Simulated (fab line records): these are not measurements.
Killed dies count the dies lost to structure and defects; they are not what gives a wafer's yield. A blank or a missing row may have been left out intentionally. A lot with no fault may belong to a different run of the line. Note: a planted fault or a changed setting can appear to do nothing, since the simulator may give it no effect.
The tool behind it: which one?	flow n5-finfet	72 wafers from 24 lots sampled at 6 of the route's 1938 steps

WHAT EACH GAUGE READ, for each wafer
No reading from a measuring or inspecting step in the record can be judged against a usual standard deviation.

TOOL THAT RAN EACH LOT (tool first, then ch and the chambers of the sampled wafers, then the start)
lot	N5_BEOL_M2_HM_OPEN_17	N5_BEOL_M2_STRIP_19	N5_BEOL_M2_ALD_84	N5_BEOL_M2_CMP_52	N5_BEOL_M2_PRE_CLEAN_60	N5_BEOL_M3_PECVD_72
L074	rie-metal-03 ch 0,1, day 6 18:33	rie-diel-04 ch 0,1, day 6 18:41	ald-metal-02 ch 1,2, day 6 21:27	cmp-01 ch 0,3, day 7 00:28	cvd-co-02 ch 0,1,2, day 7 00:46	pecvd-02 ch 0,1,2, day 7 01:09
L075	rie-metal-02 ch 0,1, day 6 19:50	rie-diel-02 ch 2,3, day 6 19:57	ald-metal-04 ch 0,1, day 7 05:52	cmp-02 ch 0,1,2, day 7 10:30	cvd-co-01 ch 0,1,2, day 7 10:44	pecvd-01 ch 0,1,2, day 7 11:07
L076	rie-metal-03 ch 0, day 6 21:59	rie-diel-04 ch 0,2,3, day 6 22:08	ald-metal-04 ch 0,2, day 7 02:50	cmp-03 ch 0,1, day 7 05:35	cvd-co-01 ch 0,2, day 7 05:55	pecvd-01 ch 0,1, day 7 06:19
L077	rie-metal-02 ch 0, day 7 09:20	rie-diel-02 ch 0,1,3, day 7 09:31	ald-metal-04 ch 1,2,3, day 7 13:11	cmp-01 ch 0,2,3, day 7 16:07	cvd-co-01 ch 1,2, day 7 16:25	pecvd-02 ch 1,2, day 7 16:49
L078	rie-metal-01 ch 0,1, day 7 16:29	rie-diel-04 ch 0,2, day 7 16:34	ald-metal-02 ch 2,3, day 7 21:21	cmp-01 ch 0,2,3, day 8 01:24	cvd-co-02 ch 0,2, day 8 01:42	pecvd-04 ch 0,1,2, day 8 02:05
L079	rie-metal-02 ch 0, day 7 16:37	rie-diel-05 ch 0,2,3, day 7 16:49	ald-metal-02 ch 0,2, day 8 03:10	cmp-03 ch 0,2, day 8 05:56	cvd-co-01 ch 0,1,2, day 8 06:17	pecvd-02 ch 0,1, day 8 06:40
L080	rie-metal-02 ch 0,1, day 7 22:03	rie-diel-02 ch 0,1,3, day 7 22:11	ald-metal-04 ch 0,1,2, day 8 08:16	cmp-03 ch 1,2,3, day 8 11:16	cvd-co-01 ch 0,1,2, day 8 11:35	pecvd-04 ch 0,1,2, day 8 11:59
L081	rie-metal-02 ch 0, day 8 06:28	rie-diel-04 ch 0,2,3, day 8 06:36	ald-metal-01 ch 0,2, day 8 08:47	cmp-01 ch 0,1, day 8 13:09	cvd-co-02 ch 0,2, day 8 13:26	pecvd-02 ch 1,2, day 8 13:50
L082	rie-metal-03 ch 0,1, day 8 14:14	rie-diel-02 ch 1,2, day 8 14:21	ald-metal-04 ch 0,3, day 8 19:07	cmp-03 ch 0,1,2, day 8 22:14	cvd-co-01 ch 1,2, day 8 22:31	pecvd-02 ch 0,2, day 8 22:55
L083	rie-metal-03 ch 0,1, day 8 19:37	rie-diel-02 ch 0,1,2, day 8 19:46	ald-metal-04 ch 0,2,3, day 9 00:37	cmp-01 ch 0,2,3, day 9 03:33	cvd-co-01 ch 0,2, day 9 03:50	pecvd-01 ch 0,1,2, day 9 04:14
L084	rie-metal-01 ch 0,1, day 8 23:59	rie-diel-04 ch 0,3, day 9 00:12	ald-metal-04 ch 2,3, day 9 02:40	cmp-01 ch 1,2,3, day 9 05:26	cvd-co-01 ch 0,1,2, day 9 05:46	pecvd-02 ch 0,1, day 9 06:10
L085	rie-metal-02 ch 0,1, day 9 15:19	rie-diel-02 ch 0,1,3, day 9 15:25	ald-metal-02 ch 1,2,3, day 9 20:23	cmp-01 ch 1,2,3, day 9 23:16	cvd-co-02 ch 0,1,2, day 9 23:32	pecvd-02 ch 0,1,2, day 9 23:57
L086	rie-metal-01 ch 0, day 9 15:42	rie-diel-02 ch 0,1, day 9 15:49	ald-metal-01 ch 0,2,3, day 9 20:29	cmp-02 ch 0,1,2, day 9 23:19	cvd-co-01 ch 1,2, day 9 23:34	pecvd-04 ch 0,1,2, day 9 23:59
L087	rie-metal-01 ch 0,1, day 9 20:45	rie-diel-02 ch 0,1,3, day 9 20:52	ald-metal-04 ch 0,1,3, day 10 03:24	cmp-02 ch 0,1,3, day 10 07:43	cvd-co-02 ch 0,1,2, day 10 08:03	pecvd-01 ch 0,1,2, day 10 08:28
L088	rie-metal-01 ch 0,1, day 9 21:37	rie-diel-02 ch 0,1,3, day 9 21:43	ald-metal-02 ch 0,2,3, day 10 03:12	cmp-01 ch 0,1,3, day 10 06:10	cvd-co-01 ch 0,1,2, day 10 06:28	pecvd-01 ch 0,1,2, day 10 06:51
L089	rie-metal-01 ch 0,1, day 10 08:17	rie-diel-02 ch 0,1,3, day 10 08:23	ald-metal-01 ch 0,1,3, day 10 09:54	cmp-03 ch 1,2,3, day 10 12:46	cvd-co-02 ch 0,1,2, day 10 13:06	pecvd-01 ch 0,1, day 10 13:29
L091	rie-metal-01 ch 0,1, day 10 15:32	rie-diel-04 ch 0,2, day 10 15:46	ald-metal-01 ch 0,1, day 10 19:42	cmp-01 ch 0,2, day 10 22:25	cvd-co-01 ch 0,1,2, day 10 22:45	pecvd-04 ch 0,2, day 10 23:10
L090	rie-metal-01 ch 0,1, day 10 15:47	rie-diel-04 ch 0,3, day 10 15:55	ald-metal-02 ch 0,2,3, day 10 20:06	cmp-02 ch 2,3, day 10 22:55	cvd-co-01 ch 0,1,2, day 10 23:13	pecvd-02 ch 0,2, day 10 23:38
L093	rie-metal-02 ch 0,1, day 11 07:08	rie-diel-05 ch 0,1,3, day 11 07:15	ald-metal-01 ch 1,3, day 11 10:43	cmp-02 ch 1,3, day 11 14:07	cvd-co-02 ch 0,2, day 11 14:26	pecvd-02 ch 0,1,2, day 11 14:50
L092	rie-metal-01 ch 0,1, day 11 19:02	rie-diel-05 ch 0,3, day 11 19:10	ald-metal-01 ch 0,1,2, day 12 05:24	cmp-01 ch 1,2, day 12 08:23	cvd-co-01 ch 0,2, day 12 08:43	pecvd-01 ch 0,2, day 12 09:09
L094	rie-metal-02 ch 1, day 12 04:07	rie-diel-05 ch 1,2,3, day 12 04:19	ald-metal-01 ch 0,1,3, day 12 06:07	cmp-03 ch 0,2,3, day 12 09:16	cvd-co-01 ch 0,1,2, day 12 09:38	pecvd-04 ch 0,1, day 12 10:02
L095	rie-metal-03 ch 0,1, day 12 06:14	rie-diel-02 ch 2,3, day 12 06:20	ald-metal-02 ch 0,3, day 12 08:46	cmp-01 ch 1,2,3, day 12 11:42	cvd-co-02 ch 1,2, day 12 11:55	pecvd-04 ch 0,1, day 12 12:20
L096	rie-metal-01 ch 0,1, day 12 08:50	rie-diel-05 ch 0,1, day 12 08:57	ald-metal-02 ch 0,3, day 12 14:55	cmp-01 ch 0,1,2, day 12 18:26	cvd-co-01 ch 1,2, day 12 18:44	pecvd-02 ch 0,2, day 12 19:07
L097	rie-metal-03 ch 0,1, day 12 15:22	rie-diel-05 ch 2,3, day 12 15:29	ald-metal-04 ch 0,2,3, day 12 18:37	cmp-02 ch 0,1, day 12 23:02	cvd-co-01 ch 1,2, day 12 23:20	pecvd-01 ch 0,1, day 12 23:44
- N5_BEOL_M2_HM_OPEN_17: chemistry Cl2/BCl3, target TiN, target depth 20 nm, overetch 6 nm.
- N5_BEOL_M2_STRIP_19: strips in O2.
- N5_BEOL_M2_ALD_84: deposits TaN, pulse time 2 s, purge time 3 s, co reactant purge time 2 s.
- N5_BEOL_M2_CMP_52: polishes, stops on SiOC, t overpolish 6.8 s, target thk 40 nm.
- N5_BEOL_M2_PRE_CLEAN_60: time 15 s.
- N5_BEOL_M3_PECVD_72: deposits SiO2 from TEOS/O2, target thk 16 nm, time 18 s.

AS READ BY THE TOOLS THEMSELVES (means over the sampled wafers that have a number; for cases with no such wafer, the mark the record gives instead)
N5_BEOL_M2_HM_OPEN_17. Usual: drypump-motor-current-A 5.7 A, standard deviation 0.46; oes-product-au 0.60 a.u., standard deviation 0.083; throttle-valve-pct 22.38 %, standard deviation 0.18.
lot	tool	drypump-motor-current-A (A)	oes-product-au (a.u.)	throttle-valve-pct (%)	flag
L074	rie-metal-03	5.6	0.60	22.24	
L075	rie-metal-02	5.3	0.52	22.50	
L076	rie-metal-03	6.4	0.56	22.22	
L077	rie-metal-02	5.1	0.53	22.61	
L078	rie-metal-01	6.0	0.60	22.44	
L079	rie-metal-02	5.1	0.53	22.60	
L080	rie-metal-02	5.6	0.74	22.36	
L081	rie-metal-02	5.1	0.53	22.59	
L082	rie-metal-03	6.0	0.58	22.24	
L083	rie-metal-03	5.6	0.59	22.26	
L084	rie-metal-01	5.9	0.58	22.31	
L085	rie-metal-02	5.6	0.71	22.37	
L086	rie-metal-01	6.1	0.60	22.58	
L087	rie-metal-01	6.0	0.59	22.45	
L088	rie-metal-01	6.0	0.59	22.46	
L089	rie-metal-01	6.0	0.59	22.46	
L091	rie-metal-01	6.0	0.58	22.46	
L090	rie-metal-01	5.9	0.58	22.34	
L093	rie-metal-02	5.6	0.69	22.38	
L092	rie-metal-01	6.0	0.58	22.47	
L094	rie-metal-02	5.9	0.77	22.26	
L095	rie-metal-03	6.0	0.56	22.26	
L096	rie-metal-01	6.0	0.59	22.46	
L097	rie-metal-03	6.0	0.57	22.25	

N5_BEOL_M2_STRIP_19. Usual: drypump-motor-current-A 5.8 A, standard deviation 0.42; oes-product-au 0.78 a.u., standard deviation 0.11; rf-vpp-V 3.7 V, standard deviation 0.48; showerhead-plenum-p-Torr 2.08 Torr, standard deviation 0.087; throttle-valve-pct 16.57 %, standard deviation 0.2.
lot	tool	drypump-motor-current-A (A)	oes-product-au (a.u.)	rf-vpp-V (V)	showerhead-plenum-p-Torr (Torr)	throttle-valve-pct (%)	flag
L074	rie-diel-04	5.5	0.77	3.9	2.20	16.58	
L075	rie-diel-02	6.2	0.70	4.2	2.07	16.58	
L076	rie-diel-04	5.7	0.87	4.2	2.11	16.53	
L077	rie-diel-02	6.2	0.79	3.5	2.09	16.51	
L078	rie-diel-04	5.5	0.82	3.8	2.18	16.70	
L079	rie-diel-05	5.4	0.89	4.0	2.03	16.40	
L080	rie-diel-02	6.2	0.78	3.9	2.09	16.51	
L081	rie-diel-04	5.7	0.84	4.0	2.11	16.55	
L082	rie-diel-02	5.7	0.78	3.8	2.09	16.71	
L083	rie-diel-02	5.9	0.76	4.0	2.08	16.65	
L084	rie-diel-04	5.8	0.89	3.9	2.17	16.51	
L085	rie-diel-02	6.2	0.75	3.3	2.09	16.55	
L086	rie-diel-02	6.0	0.83	4.0	2.12	16.53	
L087	rie-diel-02	6.2	0.75	4.0	2.08	16.56	
L088	rie-diel-02	6.2	0.75	3.8	2.08	16.57	
L089	rie-diel-02	6.2	0.75	3.5	2.08	16.57	
L091	rie-diel-04	5.5	0.79	3.5	2.16	16.76	
L090	rie-diel-04	5.8	0.87	3.9	2.16	16.54	
L093	rie-diel-05	5.6	0.83	3.6	2.10	16.51	
L092	rie-diel-05	5.3	0.89	3.5	2.10	16.32	
L094	rie-diel-05	5.7	0.77	3.2	2.02	16.66	
L095	rie-diel-02	6.3	0.75	3.8	2.06	16.49	
L096	rie-diel-05	5.8	0.79	3.5	2.15	16.59	
L097	rie-diel-05	5.5	0.82	3.5	1.97	16.58	

N5_BEOL_M2_ALD_84. Usual: heater-power-w reads 415 W (standard deviation 32).
lot	tool	heater-power-w (W)	flag
L074	ald-metal-02	429	
L075	ald-metal-04	381	
L076	ald-metal-04	395	
L077	ald-metal-04	384	
L078	ald-metal-02	431	
L079	ald-metal-02	434	
L080	ald-metal-04	390	
L081	ald-metal-01	462	
L082	ald-metal-04	388	
L083	ald-metal-04	389	
L084	ald-metal-04	395	
L085	ald-metal-02	409	
L086	ald-metal-01	460	
L087	ald-metal-04	387	
L088	ald-metal-02	426	
L089	ald-metal-01	439	
L091	ald-metal-01	434	
L090	ald-metal-02	425	
L093	ald-metal-01	428	
L092	ald-metal-01	445	
L094	ald-metal-01	436	
L095	ald-metal-02	409	
L096	ald-metal-02	421	
L097	ald-metal-04	392	

N5_BEOL_M2_CMP_52. Usual: barrier-field-endpoint-s 24.5 s, standard deviation 0.81; clearing-platen-rpm 50.000 rpm, standard deviation 0.026; head-pressure-psi 1.0000 psi, standard deviation 0.0021; motor-current-A 6.1 A, standard deviation 0.75; overpolish-run-s 6.801 s, standard deviation 0.0085; platen-rpm 50.01 rpm, standard deviation 0.034; time-to-endpoint-s 62 s, standard deviation 4.1.
lot	tool	barrier-field-endpoint-s (s)	clearing-platen-rpm (rpm)	head-pressure-psi (psi)	motor-current-A (A)	overpolish-run-s (s)	platen-rpm (rpm)	time-to-endpoint-s (s)	flag
L074	cmp-01	25.8	49.999	0.9994	7.0	6.794	50.01	67	
L075	cmp-02	24.6	50.022	1.0014	5.6	6.802	50.02	63	
L076	cmp-03	24.6	49.989	1.0007	6.3	6.807	49.98	60	
L077	cmp-01	24.9	50.004	0.9999	6.4	6.805	50.01	65	
L078	cmp-01	24.8	49.983	0.9992	6.3	6.795	49.97	64	
L079	cmp-03	24.4	50.012	0.9980	7.0	6.796	50.05	64	
L080	cmp-03	25.4	49.974	0.9987	6.6	6.796	50.02	66	
L081	cmp-01	24.4	49.968	0.9998	6.5	6.807	50.01	61	
L082	cmp-03	24.5	50.039	1.0028	6.7	6.804	50.02	61	
L083	cmp-01	24.2	49.988	0.9987	6.3	6.804	50.03	63	
L084	cmp-01	24.1	49.999	1.0017	5.6	6.802	50.01	60	
L085	cmp-01	24.5	50.009	0.9981	5.8	6.799	50.02	62	
L086	cmp-02	24.8	49.992	0.9981	5.6	6.809	50.02	61	
L087	cmp-02	25.2	50.011	1.0008	6.2	6.798	49.99	65	
L088	cmp-01	24.4	50.003	0.9991	6.2	6.796	50.03	61	
L089	cmp-03	23.9	49.979	0.9995	6.6	6.804	50.00	56	
L091	cmp-01	24.8	50.005	0.9985	6.0	6.794	49.96	61	
L090	cmp-02	25.1	50.002	1.0012	5.2	6.803	49.99	62	
L093	cmp-02	25.0	50.007	1.0018	6.3	6.809	50.04	63	
L092	cmp-01	23.6	50.012	0.9987	5.3	6.796	50.04	56	
L094	cmp-03	24.1	50.008	1.0015	6.5	6.801	50.02	60	
L095	cmp-01	23.9	50.015	0.9990	5.9	6.804	49.97	60	
L096	cmp-01	23.6	50.018	1.0006	5.8	6.802	50.01	57	
L097	cmp-02	24.5	50.003	1.0003	5.8	6.799	50.03	63	

N5_BEOL_M2_PRE_CLEAN_60. Usual: heater-power-w reads 90 W (standard deviation 17).
lot	tool	heater-power-w (W)	flag
L074	cvd-co-02	100	
L075	cvd-co-01	86	
L076	cvd-co-01	83	
L077	cvd-co-01	98	
L078	cvd-co-02	101	
L079	cvd-co-01	85	
L080	cvd-co-01	85	
L081	cvd-co-02	105	
L082	cvd-co-01	98	
L083	cvd-co-01	84	
L084	cvd-co-01	85	
L085	cvd-co-02	100	
L086	cvd-co-01	88	
L087	cvd-co-02	99	
L088	cvd-co-01	87	
L089	cvd-co-02	99	
L091	cvd-co-01	85	
L090	cvd-co-01	84	
L093	cvd-co-02	104	
L092	cvd-co-01	99	
L094	cvd-co-01	86	
L095	cvd-co-02	97	
L096	cvd-co-01	100	
L097	cvd-co-01	88	

N5_BEOL_M3_PECVD_72. Usual: heater-power-w 769 W, standard deviation 140; showerhead-plenum-p-Torr 8.81 Torr, standard deviation 0.037; throttle-valve-pct 22.1 %, standard deviation 1.2.
lot	tool	heater-power-w (W)	showerhead-plenum-p-Torr (Torr)	throttle-valve-pct (%)	flag
L074	pecvd-02	730	8.80	21.0	
L075	pecvd-01	845	8.80	21.8	
L076	pecvd-01	833	8.81	22.6	
L077	pecvd-02	629	8.82	21.1	
L078	pecvd-04	779	8.81	23.5	
L079	pecvd-02	569	8.83	21.4	
L080	pecvd-04	777	8.82	23.3	
L081	pecvd-02	563	8.82	20.9	
L082	pecvd-02	861	8.80	21.3	
L083	pecvd-01	827	8.80	22.0	
L084	pecvd-02	654	8.83	21.3	
L085	pecvd-02	719	8.82	21.1	
L086	pecvd-04	785	8.80	23.5	
L087	pecvd-01	828	8.82	22.0	
L088	pecvd-01	833	8.81	21.9	
L089	pecvd-01	869	8.81	22.6	
L091	pecvd-04	736	8.84	23.9	
L090	pecvd-02	781	8.78	21.5	
L093	pecvd-02	717	8.81	21.2	
L092	pecvd-01	864	8.77	21.5	
L094	pecvd-04	886	8.78	23.8	
L095	pecvd-04	809	8.82	24.1	
L096	pecvd-02	856	8.80	21.7	
L097	pecvd-01	930	8.79	22.2	

THE ANSWER, worked out from the rows above alone
Rule: a lot is off if the mean of its wafers that have a number lies more than 3 standard deviations from the usual mean. Also off: a lot with no number at a reading for which 4 or more lots have one. The other lots that the step has rows for count as sound. The gauges are gone through in route order, then the tools' own readings, and for those a lot's mean is taken as printed above. The first step at which some lot is off is used, and at that step the reading that is off furthest; a lot without a number counts as furthest.
Across all readings shown, no lot is off: no conclusion can be drawn from this.

WHAT THE SIMULATOR HAD PUT IN
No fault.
